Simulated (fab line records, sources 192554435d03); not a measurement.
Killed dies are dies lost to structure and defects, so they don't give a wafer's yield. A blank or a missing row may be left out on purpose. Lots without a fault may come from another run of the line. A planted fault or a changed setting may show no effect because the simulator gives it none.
Which tool did it? | flow n5_finfet | 10 lots, 29 wafers sampled, at 5 steps of a route of 1938

WHAT THE GAUGES READ, wafer by wafer
N5_BEOL_M13_CD_MEAS_28: target cd 209.5 nm. Usual: cd_nm 209.6 nm, standard deviation 1.6.
lot  | measured     | on        | cd_nm (nm)        | flag
L730 | day 10 19:14 | cd_sem-02 | 209.4 208.2       |
L732 | day 11 03:23 | cd_sem-01 | 208.9 208.8 210.3 |
L733 | day 11 12:21 | cd_sem-01 | 210.6 209.4 207.5 |
L737 | day 12 15:49 | cd_sem-01 | 210.2 211.5 210.2 |
L736 | day 13 00:17 | cd_sem-02 | 210.1 210.3 210.3 |
L738 | day 13 05:09 | cd_sem-01 | 210.7 211.8 210.9 |
L743 | day 14 13:55 | cd_sem-02 | 215.7 212.8 211.5 |
L744 | day 15 06:41 | cd_sem-03 | 211.7 209.4 211.1 |
L750 | day 16 05:15 | cd_sem-03 | 208.3 209.4 209.5 |
L753 | day 17 15:06 | cd_sem-03 | 209.9 210.5 209.3 |

N5_BEOL_M13_INSPECT_30: inspects for defects (macro). Usual: raw_defect_count 2.1, standard deviation 1.4.
lot  | measured     | on                | raw_defect_count | flag
L730 | day 10 19:18 | defect_inspect-01 | 3 2              |
L732 | day 11 03:26 | defect_inspect-02 | 1 3 1            |
L733 | day 11 12:24 | defect_inspect-02 | 4 5 0            |
L737 | day 12 15:52 | defect_inspect-02 | 0 4 3            |
L736 | day 13 00:21 | defect_inspect-01 | 2 3 2            |
L738 | day 13 05:12 | defect_inspect-02 | 2 0 3            |
L743 | day 14 13:59 | defect_inspect-02 | 2 3 3            |
L744 | day 15 06:44 | defect_inspect-02 | 2 3 4            |
L750 | day 16 05:18 | defect_inspect-02 | 2 1 4            |
L753 | day 17 15:09 | defect_inspect-01 | 2 1 2            |

WHICH TOOL RAN EACH LOT (tool, then ch and the chambers of the sampled wafers, then the start)
lot  | N5_BEOL_M13_ETCH_59                | N5_BEOL_M13_VIA_ETCH_16            | N5_BEOL_M13_PEB_26
L730 | rie_diel-01 ch 0,2, day 10 18:25   | rie_diel-01 ch 0,2, day 10 18:28   | litho_track-05 ch 0, day 10 19:08
L732 | rie_diel-04 ch 0,2,3, day 11 02:34 | rie_diel-04 ch 0,2,3, day 11 02:37 | litho_track-01 ch 0, day 11 03:16
L733 | rie_diel-03 ch 0,1,2, day 11 11:24 | rie_diel-03 ch 0,1,2, day 11 11:28 | litho_track-02 ch 0, day 11 12:14
L737 | rie_diel-04 ch 0,3, day 12 14:52   | rie_diel-04 ch 0,3, day 12 14:55   | litho_track-01 ch 0, day 12 15:42
L736 | rie_diel-01 ch 1,2, day 12 23:21   | rie_diel-01 ch 1,2, day 12 23:24   | litho_track-05 ch 0, day 13 00:11
L738 | rie_diel-04 ch 0,1, day 13 04:20   | rie_diel-04 ch 0,1, day 13 04:23   | litho_track-02 ch 0, day 13 05:02
L743 | rie_diel-01 ch 0,2, day 14 12:59   | rie_diel-01 ch 0,2, day 14 13:02   | litho_track-02 ch 0, day 14 13:49
L744 | rie_diel-04 ch 0,2,3, day 15 05:43 | rie_diel-04 ch 0,2,3, day 15 05:46 | litho_track-01 ch 0, day 15 06:34
L750 | rie_diel-04 ch 0,1,2, day 16 04:26 | rie_diel-04 ch 0,1,2, day 16 04:29 | litho_track-05 ch 0, day 16 05:08
L753 | rie_diel-04 ch 1,2, day 17 14:16   | rie_diel-04 ch 1,2, day 17 14:19   | litho_track-01 ch 0, day 17 14:59
- N5_BEOL_M13_ETCH_59: etches BARC in N2/H2, target depth 89 nm, overetch 26.7 nm, time 67.9 s.
- N5_BEOL_M13_VIA_ETCH_16: etches SiOC in C4F8/O2/Ar, target depth 921.7 nm.
- N5_BEOL_M13_PEB_26: peb time 90 s.

WHAT THE TOOLS THEMSELVES READ (means of the sampled wafers that have a number; where no wafer has one, the mark that the record gives instead)
N5_BEOL_M13_ETCH_59. Usual: drypump_motor_current_A 5.9 A, standard deviation 0.58; h2_flow_sccm 200.0 sccm, standard deviation 0.59; oes_product_au 0.69 a.u., standard deviation 0.065; rf_vpp_V 523.6 V, standard deviation 2.2; showerhead_plenum_p_Torr 2.54 Torr, standard deviation 0.071; throttle_valve_pct 17.90 %, standard deviation 0.26.
lot  | tool        | drypump_motor_current_A (A) | h2_flow_sccm (sccm) | oes_product_au (a.u.) | rf_vpp_V (V) | showerhead_plenum_p_Torr (Torr) | throttle_valve_pct (%) | flag
L730 | rie_diel-01 | 5.4                         | 199.8               | 0.76                  | 524.0        | 2.54                            | 17.59                  |
L732 | rie_diel-04 | 6.0                         | 200.3               | 0.71                  | 523.3        | 2.55                            | 18.14                  |
L733 | rie_diel-03 | 5.3                         | 200.3               | 0.64                  | 523.4        | 2.50                            | 17.78                  |
L737 | rie_diel-04 | 6.1                         | 200.2               | 0.72                  | 523.9        | 2.55                            | 18.15                  |
L736 | rie_diel-01 | 5.5                         | 199.9               | 0.64                  | 523.1        | 2.50                            | 18.03                  |
L738 | rie_diel-04 | 6.3                         | 199.8               | 0.69                  | 523.9        | 2.56                            | 17.97                  |
L743 | rie_diel-01 | 5.2                         | 200.1               | 0.72                  | 523.3        | 2.54                            | 17.65                  |
L744 | rie_diel-04 | 6.0                         | 200.1               | 0.68                  | 522.9        | 2.54                            | 18.19                  |
L750 | rie_diel-04 | 6.0                         | 200.2               | 0.68                  | 524.7        | 2.57                            | 18.09                  |
L753 | rie_diel-04 | 6.0                         | 199.8               | 0.66                  | 524.1        | 2.57                            | 18.12                  |

N5_BEOL_M13_VIA_ETCH_16. Usual: drypump_motor_current_A 5.9 A, standard deviation 0.58; oes_product_au 0.73 a.u., standard deviation 0.074; rf_vpp_V 665.1 V, standard deviation 2.7; showerhead_plenum_p_Torr 3.41 Torr, standard deviation 0.098; throttle_valve_pct 24.27 %, standard deviation 0.28.
lot  | tool        | drypump_motor_current_A (A) | oes_product_au (a.u.) | rf_vpp_V (V) | showerhead_plenum_p_Torr (Torr) | throttle_valve_pct (%) | flag
L730 | rie_diel-01 | 5.4                         | 0.81                  | 665.5        | 3.39                            | 23.84                  |
L732 | rie_diel-04 | 6.0                         | 0.75                  | 665.6        | 3.42                            | 24.48                  |
L733 | rie_diel-03 | 5.3                         | 0.68                  | 664.0        | 3.37                            | 24.12                  |
L737 | rie_diel-04 | 6.1                         | 0.76                  | 665.1        | 3.40                            | 24.47                  |
L736 | rie_diel-01 | 5.5                         | 0.68                  | 663.5        | 3.33                            | 24.17                  |
L738 | rie_diel-04 | 6.2                         | 0.73                  | 666.9        | 3.46                            | 24.43                  |
L743 | rie_diel-01 | 5.3                         | 0.77                  | 665.1        | 3.39                            | 23.93                  |
L744 | rie_diel-04 | 6.0                         | 0.71                  | 665.5        | 3.40                            | 24.52                  |
L750 | rie_diel-04 | 6.0                         | 0.73                  | 667.1        | 3.47                            | 24.48                  |
L753 | rie_diel-04 | 6.0                         | 0.70                  | 666.7        | 3.47                            | 24.52                  |

THE ANSWER, worked out from the rows above alone
Rule: a lot is off if the mean of its wafers that have a number lies more than 3 standard deviations from the usual mean. A lot without any number at a reading at which 4 lots or more have one is off too. The other lots that the step has rows for count as sound. The gauges are gone through in route order, then the tools' own readings, and for those a lot's mean is taken as printed above. The first step at which some lot is off is used, and at that step the reading that is off furthest; a lot without a number counts as furthest.
No lot is off at any reading shown: from this, nothing can be told.

WHAT THE SIMULATOR HAD PUT IN
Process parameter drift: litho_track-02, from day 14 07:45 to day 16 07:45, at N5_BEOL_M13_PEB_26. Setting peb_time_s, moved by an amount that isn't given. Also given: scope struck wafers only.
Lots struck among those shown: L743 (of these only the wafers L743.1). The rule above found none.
